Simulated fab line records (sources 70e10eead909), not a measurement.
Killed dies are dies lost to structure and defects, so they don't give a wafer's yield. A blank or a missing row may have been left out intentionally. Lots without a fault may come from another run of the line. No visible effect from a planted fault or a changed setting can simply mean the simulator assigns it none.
fab line records    flow nand_harc
record lots=13  wafers=39  last_day=33
route steps=1302 shown A_STAIRCASE@850 END@1302
lots that met no fault: taken from a fault-free run of the same line
start_h: the number of hours between the record's first day and the start of the first shown wafer of the lot    wait_h: how many hours have passed since the lot's step before this one    " as in the row above    L1.1+2: several wafers, shown together as one row    - value missing, or start not given    * or withheld: withheld    < > ~ a bound
route shown NAME@n: names a module that has steps shown in the file, with the first one's number in the route    usual: mean and standard deviation over wafers with no fault    same: alike in all rows    chamber/n: place in a boat    sites: readings site by site    _std_site: their standard deviation    _edge_site: inner sites' mean taken away from outer sites' mean    radius_mm: for every site, how far away it sits from the centre of the wafer    mask NAME#n: copy n    behind: the tool/chamber that last shaped the wafer    hold: cause of the lot's hold/its duration in hours/its outcome    device: which transistor (n, p or np) failed to switch    end of line: tests of these same wafers at the route's end    where a step has no rows: the recipe by itself    killed: not the wafer's yield, but the dies lost to structure and defects at the first sort    map: the dies of a wafer, with x for killed, . for not killed, _ for no die there
set.NAME: the setting the step ran with; set.NAME@STEP: the setting that earlier step ran with    model.NAME: the simulator's own value behind a step, which no gauge read
steps of the route over a sample of lots; a table a step, a row a wafer
services: the hour from which a tool's chamber was out of use, counted from the record's first day as start_h (under 0 if before that day), plus the number of hours and why
## steps
# step NHARC_A_STAIRCASE_DEP_151
# recipe target_thk_a=72000  temp_c=400  target_thk_nm=7200  teos_flow_sccm=200  rf_w=500  material=SiO2
# usual heater_power_w=629/130
lot.wafer  tool      chamber  start_h  wait_h  heater_power_w
L385.1     pecvd-01  2        401.10   0.4     546
L385.5     "         0        "        "       780
L385.6     "         1        "        "       545
L386.2     pecvd-01  0        411.74   0.4     887
L386.3     "         1        "        "       666
L386.4     "         0        "        "       775
L388.3     pecvd-02  1        440.28   0.5     820
L388.1     "         2        "        "       705
L388.5     "         2        "        "       561
L387.2     pecvd-03  1        440.38   0.6     671
L387.6     "         2        "        "       681
L387.5     "         0        "        "       417
L389.3     pecvd-01  1        451.34   0.5     709
L389.6     "         1        "        "       563
L389.5     "         2        "        "       439
L391.1     pecvd-02  2        474.40   0.4     631
L391.2     "         0        "        "       627
L391.3     "         1        "        "       742
L392.3     pecvd-01  2        478.80   0.4     561
L392.5     "         0        "        "       765
L392.4     "         1        "        "       563
L390.6     pecvd-02  1        479.09   0.7     679
L390.5     "         2        "        "       565
L390.4     "         0        "        "       504
L395.3     pecvd-02  2        517.25   0.4     631
L395.2     "         0        "        "       574
L395.4     "         2        "        "       556
L396.1     pecvd-01  0        517.91   1.0     917
L396.4     "         0        "        "       777
L396.6     "         1        "        "       600
L402.2     pecvd-01  2        594.04   0.4     482
L402.1     "         0        "        "       920
L402.5     "         1        "        "       621
L403.3     pecvd-01  0        608.21   0.4     901
L403.6     "         0        "        "       770
L403.5     "         1        "        "       617
L405.2     pecvd-01  1        620.40   0.4     767
L405.6     "         1        "        "       617
L405.5     "         2        "        "       402
# step NHARC_A_STAIRCASE_CMP_152
# usual edge_zone_pressure_frac=1.000/0.0046  motor_current_A=11.5/1.1
lot.wafer  tool    chamber  start_h  wait_h  edge_zone_pressure_frac  motor_current_A
L385.1     cmp-01  1        426.86   0.1     0.990                    12.2
L385.6     "       3        "        "       1.005                    10.8
L385.5     "       0        "        "       1.005                    11.7
L386.3     cmp-04  3        442.73   0.1     1.004                    10.8
L386.4     "       0        "        "       1.006                    10.2
L386.2     "       1        "        "       0.992                    12.6
L387.2     cmp-01  3        474.03   0.1     1.002                    10.6
L387.6     "       1        "        "       1.009                    11.6
L387.5     "       2        "        "       1.001                    10.6
L388.1     cmp-03  3        474.05   0.1     1.001                    11.3
L388.3     "       0        "        "       1.007                    12.6
L388.5     "       0        "        "       1.005                    13.1
L389.3     cmp-03  0        483.27   0.1     1.003                    12.4
L389.6     "       0        "        "       0.992                    11.7
L389.5     "       1        "        "       0.993                    9.3
L391.3     cmp-01  2        505.90   0.1     1.007                    10.1
L391.2     "       3        "        "       0.996                    11.1
L391.1     "       0        "        "       0.999                    11.9
L390.4     cmp-03  3        514.50   0.1     0.998                    11.6
L390.5     "       2        "        "       0.998                    12.5
L390.6     "       3        "        "       1.002                    11.4
L392.4     cmp-03  1        514.69   0.1     0.997                    9.6
L392.3     "       2        "        "       0.998                    14.0
L392.5     "       1        "        "       1.010                    9.8
L396.4     cmp-03  2        547.61   0.1     1.003                    13.3
L396.1     "       3        "        "       0.996                    11.9
L396.6     "       1        "        "       0.998                    9.6
L395.2     cmp-03  3        550.30   0.1     1.000                    11.3
L395.3     "       0        "        "       1.005                    12.5
L395.4     "       1        "        "       0.997                    9.6
L402.1     cmp-03  0        624.24   0.1     -                        -
L402.2     "       3        "        "       -                        -
L402.5     "       1        "        "       -                        -
L403.3     cmp-04  1        643.14   0.1     -                        -
L403.6     "       1        "        "       -                        -
L403.5     "       2        "        "       -                        -
L405.2     cmp-04  2        654.68   0.1     -                        -
L405.6     "       0        "        "       -                        -
L405.5     "       1        "        "       -                        -
# step NHARC_A_STAIRCASE_ETCHBACK_422
# recipe target_depth_a=400  over_etch_frac=0.3  time_s=74.286  ion_energy_ev=120  ch3f_flow_sccm=50  o2_flow_sccm=30  ar_flow_sccm=200  rf_w=500  bias_w=100  chemistry=CH3F/O2
# usual drypump_motor_current_A=5.9/0.47  oes_product_au=0.97/0.035  rf_vpp_V=243.6/1.8  showerhead_plenum_p_Torr=2.41/0.11  throttle_valve_pct=20.664/0.0097
# same over_etch_frac=0.3
lot.wafer  tool         chamber  start_h  wait_h  drypump_motor_current_A  oes_product_au  rf_hours_counter_h  rf_vpp_V  showerhead_plenum_p_Torr  throttle_valve_pct
L385.1     rie_diel-11  0        427.29   0.1     6.3                      0.92            59                  245.3     2.42                      20.664
L385.5     "            0        "        "       6.2                      0.93            -                   243.2     2.42                      20.656
L385.6     "            1        "        "       5.8                      0.92            -                   244.7     2.38                      20.661
L386.3     rie_diel-05  0        443.19   0.1     6.7                      1.01            11                  242.4     2.31                      20.665
L386.2     "            2        "        "       6.2                      1.02            11                  244.7     2.50                      20.660
L386.4     "            3        "        "       5.8                      1.00            12                  241.9     2.31                      20.644
L387.2     rie_diel-05  2        474.49   0.1     6.2                      0.94            21                  244.7     2.49                      20.638
L387.5     "            0        "        "       6.7                      0.94            -                   242.9     2.31                      20.652
L387.6     "            1        "        "       5.3                      0.91            -                   242.5     2.34                      20.641
L388.3     rie_diel-04  2        474.54   0.2     5.5                      1.00            38                  244.1     2.39                      20.652
L388.1     "            3        "        "       5.6                      1.00            39                  241.3     2.28                      20.657
L388.5     "            0        "        "       6.6                      1.01            -                   243.4     2.49                      20.670
L389.3     rie_diel-04  2        483.78   0.2     5.6                      0.92            40                  243.0     2.39                      20.680
L389.6     "            3        "        "       5.6                      0.92            -                   241.9     2.28                      20.680
L389.5     "            0        "        "       6.6                      0.93            -                   242.6     2.49                      20.651
L391.2     rie_diel-05  1        506.35   0.1     5.3                      0.93            24                  242.6     2.34                      20.669
L391.3     "            2        "        "       6.2                      0.94            29                  245.0     2.49                      20.668
L391.1     "            3        "        "       5.8                      0.94            29                  243.0     2.31                      20.661
L390.4     rie_diel-11  3        514.95   0.1     5.4                      0.99            25                  246.4     2.63                      20.673
L390.5     "            3        "        "       5.4                      1.01            -                   247.2     2.63                      20.678
L390.6     "            0        "        "       6.2                      0.99            -                   245.3     2.41                      20.661
L392.3     rie_diel-04  3        515.15   0.1     5.6                      0.91            46                  240.3     2.28                      20.658
L392.4     "            0        "        "       6.6                      0.93            52                  244.7     2.48                      20.655
L392.5     "            3        "        "       5.6                      0.93            -                   241.1     2.28                      20.655
L396.4     rie_diel-11  1        548.08   0.2     5.8                      0.97            34                  243.8     2.37                      20.654
L396.1     "            2        "        "       5.5                      0.98            33                  241.5     2.29                      20.669
L396.6     "            0        "        "       6.3                      0.97            -                   243.3     2.40                      20.650
L395.2     rie_diel-11  2        550.78   0.2     5.5                      1.01            34                  241.5     2.29                      20.661
L395.4     "            3        "        "       5.4                      1.00            38                  246.8     2.62                      20.656
L395.3     "            0        "        "       6.3                      1.00            39                  241.5     2.40                      20.669
L402.1     rie_diel-05  2        624.73   0.2     6.2                      0.99            13                  244.6     2.47                      20.654
L402.2     "            3        "        "       5.8                      0.98            13                  240.8     2.29                      20.654
L402.5     "            3        "        "       5.8                      0.99            -                   239.6     2.29                      20.661
L403.3     rie_diel-05  2        643.61   0.1     6.2                      1.00            19                  244.3     2.47                      20.665
L403.6     "            1        "        "       5.3                      0.99            -                   244.4     2.33                      20.665
L403.5     "            2        "        "       6.2                      1.00            -                   245.0     2.47                      20.670
L405.2     rie_diel-04  0        655.11   0.1     6.6                      1.01            44                  244.1     2.46                      20.663
L405.6     "            0        "        "       6.6                      1.02            -                   243.8     2.46                      20.661
L405.5     "            1        "        "       5.7                      1.00            -                   243.9     2.44                      20.672
# step NHARC_A_STAIRCASE_INSPECT_155
# usual raw_defect_count=449/130
lot.wafer  tool               chamber  start_h  wait_h  raw_defect_count
L385.1     defect_inspect-01  -        428.66   0.1     449
L385.5     "                  -        "        "       416
L385.6     "                  -        "        "       361
L386.2     defect_inspect-01  -        444.54   0.1     413
L386.3     "                  -        "        "       364
L386.4     "                  -        "        "       466
L387.2     defect_inspect-02  -        475.72   0.1     305
L387.5     "                  -        "        "       307
L387.6     "                  -        "        "       297
L388.1     defect_inspect-02  -        475.78   0.1     304
L388.3     "                  -        "        "       418
L388.5     "                  -        "        "       315
L389.3     defect_inspect-01  -        484.99   0.1     785
L389.5     "                  -        "        "       476
L389.6     "                  -        "        "       493
L391.1     defect_inspect-02  -        507.60   0.1     390
L391.2     "                  -        "        "       426
L391.3     "                  -        "        "       284
L390.4     defect_inspect-02  -        516.20   0.1     379
L390.5     "                  -        "        "       335
L390.6     "                  -        "        "       313
L392.3     defect_inspect-01  -        516.40   0.1     343
L392.4     "                  -        "        "       380
L392.5     "                  -        "        "       379
L396.1     defect_inspect-02  -        549.32   0.1     523
L396.4     "                  -        "        "       647
L396.6     "                  -        "        "       439
L395.2     defect_inspect-02  -        552.05   0.1     478
L395.3     "                  -        "        "       392
L395.4     "                  -        "        "       379
L402.1     defect_inspect-01  -        626.05   0.1     533
L402.2     "                  -        "        "       456
L402.5     "                  -        "        "       827
L403.3     defect_inspect-01  -        644.89   0.1     344
L403.5     "                  -        "        "       500
L403.6     "                  -        "        "       477
L405.2     defect_inspect-01  -        656.36   0.1     460
L405.5     "                  -        "        "       695
L405.6     "                  -        "        "       702
# step NHARC_END_SORT_01
# recipe temp_c=25
# usual killed_at_array=62/15  killed_at_other=0.8/1  killed_at_periphery=3.7/2.6  killed_dies=66/15  killed_open=3.1/1.8  killed_short=2.6/1.7
# same gross_dies=677
lot.wafer  tool       chamber  start_h  wait_h  killed_at_array  killed_at_other  killed_at_periphery  killed_dies  killed_open  killed_short
L396.1     prober-01  0        674.57   2.5     47               2                1                    50           5            3
L395.2     prober-01  0        683.11   2.8     61               0                2                    63           1            3
L402.1     prober-02  0        747.55   2.5     674              0                3                    677          5            3
L402.2     prober-02  0        748.35   2.8     672              0                5                    677          2            4
L402.5     prober-02  0        750.73   3.7     675              0                2                    677          5            0
L403.3     prober-02  0        776.75   3.1     672              0                5                    677          7            3
L403.5     prober-02  0        778.36   3.7     673              0                4                    677          3            2
L403.6     prober-02  0        779.16   4.0     664              0                13                   677          2            4
L405.2     prober-02  0        783.81   2.8     675              0                2                    677          2            1
L405.5     prober-02  0        786.22   3.7     675              1                1                    677          6            2
L405.6     prober-02  0        787.02   4.0     670              3                4                    677          3            2
# killed by level:class
L396.1 A_CHANNEL_HOLE_D1:chamber_film_flake=24 A_CONTACT:chamber_film_flake=7 A_ZERO_WELL:chamber_film_flake=2 A_SGD_CUT:chamber_film_flake=2 A_WL_FILL:chamber_film_flake=2 P_CONTACT:geometric_particle:open=1 A_SOURCE_PLATE:geometric_particle:short=1 A_CHANNEL_FILL_D1:geometric_particle:open=1
L395.2 A_CHANNEL_HOLE_D1:chamber_film_flake=34 A_CHANNEL_HOLE_D2:chamber_film_flake=10 A_CONTACT:chamber_film_flake=4 A_M1:chamber_film_flake=4 A_CHANNEL_FILL_D2:geometric_particle:short=2 A_SLIT:chamber_film_flake=2 A_WL_FILL:chamber_film_flake=2 P_CONTACT:geometric_particle:short=1
L402.1 A_STAIRCASE:area_cmp=620 A_CHANNEL_HOLE_D1:chamber_film_flake=31 A_STAIRCASE:chamber_film_flake=5 A_CONTACT:chamber_film_flake=4 A_SLIT:chamber_film_flake=3 A_M0:chamber_film_flake=2 P_CONTACT:geometric_particle:open=1 P_M0:geometric_particle:open=1
L402.2 A_STAIRCASE:area_cmp=620 A_CHANNEL_HOLE_D1:chamber_film_flake=30 P_CONTACT:chamber_film_flake=4 A_STAIRCASE:chamber_film_flake=4 A_SLIT:chamber_film_flake=3 A_CONTACT:chamber_film_flake=3 A_CHANNEL_HOLE_D1:unspecified=2 A_SOURCE_PLATE:geometric_particle:short=1
L402.5 A_STAIRCASE:area_cmp=614 A_CHANNEL_HOLE_D1:chamber_film_flake=32 A_CONTACT:chamber_film_flake=10 A_STAIRCASE:chamber_film_flake=6 A_SLIT:chamber_film_flake=4 A_CHANNEL_HOLE_D1:unspecified=2 A_CHANNEL_HOLE_D2:chamber_film_flake=2 P_M1:geometric_particle:open=1
L403.3 A_STAIRCASE:area_cmp=589 A_CHANNEL_HOLE_D1:chamber_film_flake=35 A_CHANNEL_HOLE_D2:chamber_film_flake=26 A_BONDPAD:chamber_film_flake=6 A_SLIT:chamber_film_flake=3 A_STAIRCASE:chamber_film_flake=3 A_CONTACT:chamber_film_flake=3 P_GATE:geometric_particle:open=2
L403.5 A_STAIRCASE:area_cmp=600 A_CHANNEL_HOLE_D2:chamber_film_flake=26 A_CHANNEL_HOLE_D1:chamber_film_flake=25 A_CONTACT:chamber_film_flake=7 P_CONTACT:chamber_film_flake=3 A_SLIT:chamber_film_flake=3 A_ONON_D2:geometric_particle:open=2 A_BONDPAD:chamber_film_flake=2
L403.6 A_STAIRCASE:area_cmp=594 A_CHANNEL_HOLE_D1:chamber_film_flake=33 A_CHANNEL_HOLE_D2:chamber_film_flake=21 P_M1:chamber_film_flake=7 A_CONTACT:chamber_film_flake=7 A_SLIT:chamber_film_flake=4 P_CONTACT:chamber_film_flake=3 P_ZERO_WELL:geometric_particle:short=1
L405.2 A_STAIRCASE:area_cmp=613 A_CHANNEL_HOLE_D2:chamber_film_flake=25 A_CHANNEL_HOLE_D1:chamber_film_flake=10 A_STAIRCASE:chamber_film_flake=9 A_SLIT:chamber_film_flake=8 A_CONTACT:chamber_film_flake=5 P_GATE:geometric_particle:open=1 A_ONON_D1:geometric_particle:open=1
L405.5 A_STAIRCASE:area_cmp=604 A_CHANNEL_HOLE_D2:chamber_film_flake=29 A_CHANNEL_HOLE_D1:chamber_film_flake=21 A_SLIT:chamber_film_flake=6 A_STAIRCASE:chamber_film_flake=3 A_BLC:geometric_particle:open=2 A_CONTACT:chamber_film_flake=2 A_WL_FILL:chamber_film_flake=2
L405.6 A_STAIRCASE:area_cmp=591 A_CHANNEL_HOLE_D2:chamber_film_flake=37 A_CHANNEL_HOLE_D1:chamber_film_flake=18 A_SLIT:chamber_film_flake=7 A_STAIRCASE:chamber_film_flake=6 A_WL_FILL:chamber_film_flake=3 A_CONTACT:chamber_film_flake=3 HYBRID_BOND:chamber_film_flake=2
## services
tool         chamber  start_h  hours  kind
rie_diel-05  -        379.33   0.6    repair
rie_diel-11  0        382.77   2.6    repair
rie_diel-05  2        387.19   2.6    repair
rie_diel-04  2        396.83   6.5    repair
rie_diel-05  -        406.66   9.0    pm
pecvd-02     -        409.01   13.0   pm
rie_diel-05  1        430.65   7.7    repair
rie_diel-11  -        433.46   9.0    pm
pecvd-01     0        435.80   5.0    repair
rie_diel-04  3        453.51   2.3    repair
pecvd-01     -        453.75   2.0    repair
cmp-03       -        456.24   4.0    pm
pecvd-02     2        464.17   6.2    repair
pecvd-01     -        492.07   13.0   pm
pecvd-02     0        510.27   3.6    repair
rie_diel-04  -        534.72   9.0    pm
cmp-03       -        554.24   4.0    pm
pecvd-02     1        559.37   4.9    repair
pecvd-02     -        572.78   1.7    repair
rie_diel-11  2        580.32   2.7    repair
rie_diel-05  -        583.66   9.0    pm
cmp-03       -        591.50   5.3    repair
rie_diel-05  0        624.22   17.4   repair
cmp-03       -        652.24   4.0    pm
## key
first_sign step=NHARC_A_STAIRCASE_CMP_152  reading=tool_record  direction=missing
effect step=NHARC_END_SORT_01  reading=killed_at_array  direction=up  sigmas=40  usual=62  struck=672
more_kills_born_at NHARC_A_STAIRCASE_CMP_152@cmp-04=3591  NHARC_A_STAIRCASE_CMP_152@cmp-03=1854
met_at NHARC_A_STAIRCASE_CMP_152
struck_lots L402,L403,L405
later_rows_left_out L402.1,L402.2,L402.5,L403.3,L403.5,L403.6,L405.2,L405.5,L405.6
tester_left_out L402,L403,L405
not_acting_at NHARC_A_STAIRCASE_DEP_151,NHARC_A_STAIRCASE_ETCHBACK_422,NHARC_A_STAIRCASE_INSPECT_155
onset_between 550.30 624.24
fault kind=skipped_step_whole  tool=cmp-03,cmp-04  chamber=-  onset_h=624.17  steps=NHARC_A_STAIRCASE_CMP_152  scope=struck_lots_only
# tester_left_out: of these lots the tester's yield and bins aren't shown, on N5 and GAA mostly nor the transistor test; their killed dies are dies lost to structure and defects alone, not to doping, threshold or leakage, so they don't give the yield
# later_rows_left_out: the simulator's readings of these wafers behind a module that went badly wrong aren't trusted and aren't shown, but for the sort
